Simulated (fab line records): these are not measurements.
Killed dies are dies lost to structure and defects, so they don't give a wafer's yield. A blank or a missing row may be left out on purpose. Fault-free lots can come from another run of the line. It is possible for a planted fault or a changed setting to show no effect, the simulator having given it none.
fab line records | flow nandHarc
[record] lots = 7 | wafers = 21 | lastDay = 33
route steps=1302 shown P_CONTACT@251 P_M0@253 END@1302
lots with no fault: from the same line, run without faults
startH: hours from the record's first day to the start of the lot's first wafer shown | waitH: hours since the lot's step before | " the same as in the row above | L1.1+2: a row that stands for several wafers | - either no value or no given start | * or withheld: withheld | < > ~ a bound
route shown NAME@n: NAME is a module with steps in the file, n the number in the route of the first one | usual: the fault-free wafers' mean and standard deviation | same: alike in all rows | chamber/n: place in a boat | sites: readings site by site | _std_site: standard deviation of those values | _edge_site: mean of outer sites minus mean of inner sites | radiusMm: for every site, how far away it sits from the centre of the wafer | mask NAME#n: copy n | behind: the last tool/chamber to shape the wafer | hold: reason for holding the lot/hours on hold/outcome of the hold | device: transistor that didn't switch, given as n, p or np | end of line: at the end of the route, the tests of the same wafers | step lacking rows: just its recipe | killed: not the wafer's yield, but the dies lost to structure and defects at the first sort | map: per-die view of a wafer (x killed, . not killed, _ where there is no die)
set.NAME: the setting as run; set.NAME@STEP: as run at that earlier step | model.NAME: the simulator's own value behind a step, which no gauge read
lots at some steps of the route; a table a step, a row a wafer
services: a tool's chamber out of use, with start hour (startH, from the record's first day; less than 0 if before it), hours out, and reason
[[steps]]
[step NHARC_P_CONTACT_SRD_26]
[step NHARC_P_CONTACT_INSPECT_27]
[usual] rawDefectCount = 271/120
lot.wafer | tool             | chamber | startH | waitH | rawDefectCount
L273.2    | defectInspect-02 | -       | 178.91 | 0.1   | 544
L273.4    | "                | -       | "      | "     | 445
L273.6    | "                | -       | "      | "     | 294
L274.1    | defectInspect-02 | -       | 193.97 | 0.1   | 357
L274.2    | "                | -       | "      | "     | 294
L274.5    | "                | -       | "      | "     | 297
L282.1    | defectInspect-01 | -       | 277.12 | 0.1   | 164
L282.4    | "                | -       | "      | "     | 278
L282.6    | "                | -       | "      | "     | 275
L283.1    | defectInspect-01 | -       | 286.60 | 0.1   | 340
L283.4    | "                | -       | "      | "     | 214
L283.6    | "                | -       | "      | "     | 312
L284.2    | defectInspect-01 | -       | 290.62 | 0.1   | 407
L284.3    | "                | -       | "      | "     | 244
L284.4    | "                | -       | "      | "     | 312
L286.4    | defectInspect-01 | -       | 309.71 | 0.1   | 266
L286.5    | "                | -       | "      | "     | 383
L286.6    | "                | -       | "      | "     | 439
L288.1    | defectInspect-01 | -       | 328.42 | 0.1   | 235
L288.2    | "                | -       | "      | "     | 166
L288.5    | "                | -       | "      | "     | 213
[step NHARC_P_M0_DEP_00]
[recipe] targetThkA = 1500 | targetThkNm = 150 | tempC = withheld | pressureTorr = 5 | flowSccm = 200 | rfW = 600 | material = SiOC
[step NHARC_P_M0_DEHYDRATE_01]
[recipe] tempC = 150 | timeS = 120
[step NHARC_P_M0_HMDS_02]
[recipe] timeS = 30
[step NHARC_P_M0_COAT_33]
[recipe] tempC = 200 | timeS = 65
[step NHARC_P_M0_COAT_03]
[recipe] spinRpm = 1500 | resistThkNm = 90
[step NHARC_P_M0_SOFTBAKE_04]
[recipe] tempC = 105 | timeS = 55
[step NHARC_P_M0_EBR_05]
[step NHARC_P_M0_EXPOSE_06]
[recipe] na = 1.35 | targetCdNm = 90 | doseMj = 81.28 | maskId = P_M0
[step NHARC_P_M0_PEB_07]
[recipe] pebTempC = 100 | pebTimeS = 65
[step NHARC_P_M0_DEVELOP_08]
[recipe] developTimeS = 35 | devTempC = 23
[usual] developerTempC = 23.00/0.086
lot.wafer | tool          | chamber | startH | waitH | developerTempC
L273.2    | lithoTrack-04 | 0       | 179    | -     | 23.11
L273.4    | "             | 0       | "      | "     | 23.02
L273.6    | "             | 0       | "      | "     | 23.09
L274.1    | lithoTrack-01 | 0       | 194    | -     | 23.08
L274.2    | "             | 0       | "      | "     | 22.89
L274.5    | "             | 0       | "      | "     | 23.11
L282.1    | lithoTrack-04 | 0       | 281    | -     | 24.00
L282.4    | "             | 0       | "      | "     | 23.88
L282.6    | "             | 0       | "      | "     | 23.88
L283.1    | lithoTrack-04 | 0       | 287    | -     | 23.85
L283.4    | "             | 0       | "      | "     | 23.89
L283.6    | "             | 0       | "      | "     | 23.87
L284.2    | lithoTrack-04 | 0       | 291    | -     | 23.79
L284.3    | "             | 0       | "      | "     | 23.74
L284.4    | "             | 0       | "      | "     | 23.85
L286.4    | lithoTrack-06 | 0       | 310    | -     | 22.84
L286.5    | "             | 0       | "      | "     | 22.93
L286.6    | "             | 0       | "      | "     | 22.97
L288.1    | lithoTrack-01 | 0       | 329    | -     | 23.10
L288.2    | "             | 0       | "      | "     | 23.09
L288.5    | "             | 0       | "      | "     | 22.92
[step NHARC_P_M0_CD_MEAS_09]
[recipe] targetCdNm = 90 | landingEnergyEv = 500
[usual] cdNm = 89.9/0.69
lot.wafer | tool     | chamber | startH | waitH | cdNm
L273.2    | cdSem-01 | 0       | 179.69 | -     | 90.7
L273.4    | "        | 0       | "      | "     | 89.8
L273.6    | "        | 0       | "      | "     | 91.1
L274.1    | cdSem-01 | 0       | 194.87 | -     | 89.8
L274.2    | "        | 0       | "      | "     | 90.2
L274.5    | "        | 0       | "      | "     | 90.5
L282.1    | cdSem-03 | 0       | 281.95 | -     | 90.1
L282.4    | "        | 0       | "      | "     | 90.7
L282.6    | "        | 0       | "      | "     | 90.1
L283.1    | cdSem-02 | 0       | 287.52 | -     | 89.1
L283.4    | "        | 0       | "      | "     | 90.1
L283.6    | "        | 0       | "      | "     | 90.3
L284.2    | cdSem-03 | 0       | 291.53 | -     | 89.7
L284.3    | "        | 0       | "      | "     | 89.9
L284.4    | "        | 0       | "      | "     | 89.7
L286.4    | cdSem-03 | 0       | 310.61 | -     | 89.2
L286.5    | "        | 0       | "      | "     | 90.4
L286.6    | "        | 0       | "      | "     | 89.3
L288.1    | cdSem-02 | 0       | 329.20 | -     | 89.6
L288.2    | "        | 0       | "      | "     | 90.1
L288.5    | "        | 0       | "      | "     | 90.4
[step NHARC_END_SORT_01]
[recipe] tempC = 25
[usual] defectLimitedYield = 90.6/2.3 | killedAtArray = 59/16 | killedAtOther = 0.8/1.1 | killedAtPeriphery = 3.6/2.4 | killedDies = 64/16 | killedOpen = 3.4/1.8 | killedShort = 2.5/1.6
[same] grossDies = 677
lot.wafer | tool      | chamber | startH | waitH | defectLimitedYield[%] | killedAtArray | killedAtOther | killedAtPeriphery | killedDies | killedOpen | killedShort
L274.1    | prober-01 | 0       | 631.40 | 2.5   | 91.1                  | 57            | 1             | 2                 | 60         | 3          | 2
L274.2    | prober-01 | 0       | 632.18 | 2.8   | 91.4                  | 57            | 0             | 1                 | 58         | 1          | 5
L274.5    | prober-01 | 0       | 634.54 | 3.6   | 92.3                  | 52            | 0             | 0                 | 52         | 0          | 1
L284.2    | prober-02 | 0       | 725.97 | 2.8   | 92.5                  | 47            | 2             | 2                 | 51         | 4          | 1
L284.3    | prober-02 | 0       | 726.76 | 3.1   | 91.4                  | 52            | 3             | 3                 | 58         | 5          | 3
L284.4    | prober-02 | 0       | 727.56 | 3.4   | 91.1                  | 54            | 3             | 3                 | 60         | 4          | 2
L283.1    | prober-01 | 0       | 733.71 | 2.5   | 88.5                  | 74            | 0             | 4                 | 78         | 3          | 4
L283.4    | prober-01 | 0       | 736.15 | 3.4   | 90.7                  | 60            | 1             | 2                 | 63         | 3          | 2
L283.6    | prober-01 | 0       | 737.77 | 4.1   | 89.8                  | 65            | 1             | 3                 | 69         | 3          | 3
L286.4    | prober-01 | 0       | 755.73 | 3.4   | 92.8                  | 49            | 0             | 0                 | 49         | 3          | 0
L286.5    | prober-01 | 0       | 756.52 | 3.6   | 90.5                  | 64            | 0             | 0                 | 64         | 3          | 2
L286.6    | prober-01 | 0       | 757.30 | 3.9   | 91.4                  | 55            | 0             | 3                 | 58         | 4          | 1
// killed by level:class
L274.1 A_CHANNEL_HOLE_D2:chamberFilmFlake=36 A_CONTACT:chamberFilmFlake=7 A_CHANNEL_HOLE_D1:chamberFilmFlake=5 A_STAIRCASE:chamberFilmFlake=3 A_WL_FILL:chamberFilmFlake=2 P_GATE:geometricParticle:short=1 A_CHANNEL_FILL_D2:geometricParticle:short=1 A_BLC:geometricParticle:open=1
L274.2 A_CHANNEL_HOLE_D2:chamberFilmFlake=38 A_CHANNEL_HOLE_D1:chamberFilmFlake=5 A_CONTACT:chamberFilmFlake=5 A_STAIRCASE:chamberFilmFlake=2 P_M0:geometricParticle:short=1 A_SOURCE_PLATE:geometricParticle:open=1 A_SOURCE_PLATE:geometricParticle:short=1 A_ONON_D1:geometricParticle:short=1
L274.5 A_CHANNEL_HOLE_D2:chamberFilmFlake=29 A_CONTACT:chamberFilmFlake=12 A_CHANNEL_HOLE_D1:chamberFilmFlake=4 A_STAIRCASE:chamberFilmFlake=3 A_WL_FILL:chamberFilmFlake=2 A_ONON_D1:geometricParticle:short=1 A_SLIT:chamberFilmFlake=1
L284.2 A_CHANNEL_HOLE_D2:chamberFilmFlake=26 A_CHANNEL_HOLE_D1:chamberFilmFlake=10 A_STAIRCASE:chamberFilmFlake=3 A_CONTACT:chamberFilmFlake=3 A_M0:geometricParticle:open=2 A_SLIT:chamberFilmFlake=2 THIN_TSV:chamberFilmFlake=2 P_CONTACT:geometricParticle:open=1
L284.3 A_CHANNEL_HOLE_D2:chamberFilmFlake=32 A_CHANNEL_HOLE_D1:chamberFilmFlake=7 THIN_TSV:chamberFilmFlake=3 A_ONON_D2:geometricParticle:open=2 A_STAIRCASE:chamberFilmFlake=2 P_M0:geometricParticle:open=1 A_SOURCE_PLATE:geometricParticle:short=1 A_ONON_D1:geometricParticle:short=1
L284.4 A_CHANNEL_HOLE_D2:chamberFilmFlake=26 A_CHANNEL_HOLE_D1:chamberFilmFlake=13 A_CONTACT:chamberFilmFlake=6 A_SLIT:chamberFilmFlake=3 THIN_TSV:chamberFilmFlake=3 P_GATE:geometricParticle:open=1 A_CHANNEL_HOLE_D1:geometricParticle:short=1 A_CHANNEL_FILL_D1:geometricParticle:open=1
L283.1 A_SLIT:chamberFilmFlake=36 A_CHANNEL_HOLE_D2:chamberFilmFlake=13 A_CHANNEL_HOLE_D1:chamberFilmFlake=10 A_CONTACT:chamberFilmFlake=7 A_BLC:chamberFilmFlake=2 P_CONTACT:geometricParticle:open=1 P_CONTACT:geometricParticle:short=1 A_CHANNEL_FILL_D1:geometricParticle:short=1
L283.4 A_SLIT:chamberFilmFlake=33 A_CHANNEL_HOLE_D2:chamberFilmFlake=12 A_CHANNEL_HOLE_D1:chamberFilmFlake=8 P_CONTACT:geometricParticle:open=1 A_CHANNEL_FILL_D1:geometricParticle:open=1 A_DECK1_JOINT:geometricParticle:short=1 A_WL_FILL:geometricParticle:short=1 A_BONDPAD:geometricParticle:open=1
L283.6 A_SLIT:chamberFilmFlake=29 A_CHANNEL_HOLE_D2:chamberFilmFlake=17 A_CHANNEL_HOLE_D1:chamberFilmFlake=5 A_CHANNEL_FILL_D2:chamberFilmFlake=3 A_STAIRCASE:chamberFilmFlake=3 A_CONTACT:chamberFilmFlake=3 A_M0:geometricParticle:short=2 P_GATE:geometricParticle:open=1
L286.4 A_SLIT:chamberFilmFlake=28 A_CHANNEL_HOLE_D1:chamberFilmFlake=9 A_CHANNEL_HOLE_D2:chamberFilmFlake=3 A_CONTACT:chamberFilmFlake=3 A_CHANNEL_FILL_D2:geometricParticle:open=2 A_STAIRCASE:geometricParticle:open=1 A_ZERO_WELL:chamberFilmFlake=1 A_STAIRCASE:chamberFilmFlake=1
L286.5 A_SLIT:chamberFilmFlake=38 A_CHANNEL_HOLE_D1:chamberFilmFlake=13 A_CHANNEL_HOLE_D2:chamberFilmFlake=3 A_CONTACT:chamberFilmFlake=2 A_CHANNEL_FILL_D1:geometricParticle:open=1 A_ONON_D2:geometricParticle:short=1 A_STAIRCASE:geometricParticle:open=1 A_CONTACT:geometricParticle:open=1
L286.6 A_SLIT:chamberFilmFlake=32 A_CHANNEL_HOLE_D1:chamberFilmFlake=13 A_CONTACT:chamberFilmFlake=3 A_CHANNEL_HOLE_D2:chamberFilmFlake=2 A_STAIRCASE:chamberFilmFlake=2 P_GATE:geometricParticle:open=1 P_CONTACT:geometricParticle:open=1 A_SOURCE_PLATE:geometricParticle:open=1
[[services]]
tool          | chamber | startH | hours | kind
lithoTrack-06 | -       | 179.00 | 7.0   | pm
lithoTrack-04 | -       | 203.00 | 7.0   | pm
lithoTrack-01 | -       | 217.02 | -     | consumableReplace:filter
[[key]]
[firstSign] step = NHARC_P_M0_DEVELOP_08 | reading = developerTempC | direction = up | sigmas = 10 | usual = * | struck = *
effect none on later readings
metAt NHARC_P_M0_DEVELOP_08
struckWafers L282.1,L282.4,L282.6,L283.1,L283.4,L283.6,L284.2,L284.3,L284.4
[loopTrim] step = NHARC_P_M0_EXPOSE_06 | setting = dose | lots = L284
onsetBetween 179 281
[fault] kind = processParameterDrift | tool = lithoTrack-04 | chamber = - | onsetH = 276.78 | steps = NHARC_P_M0_DEVELOP_08 | channel = devTempC | offset = * | shape = step | endH = 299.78 | actsIn = * | stated = *
// loopTrim: a control loop set the setting to another value than it would have without faults
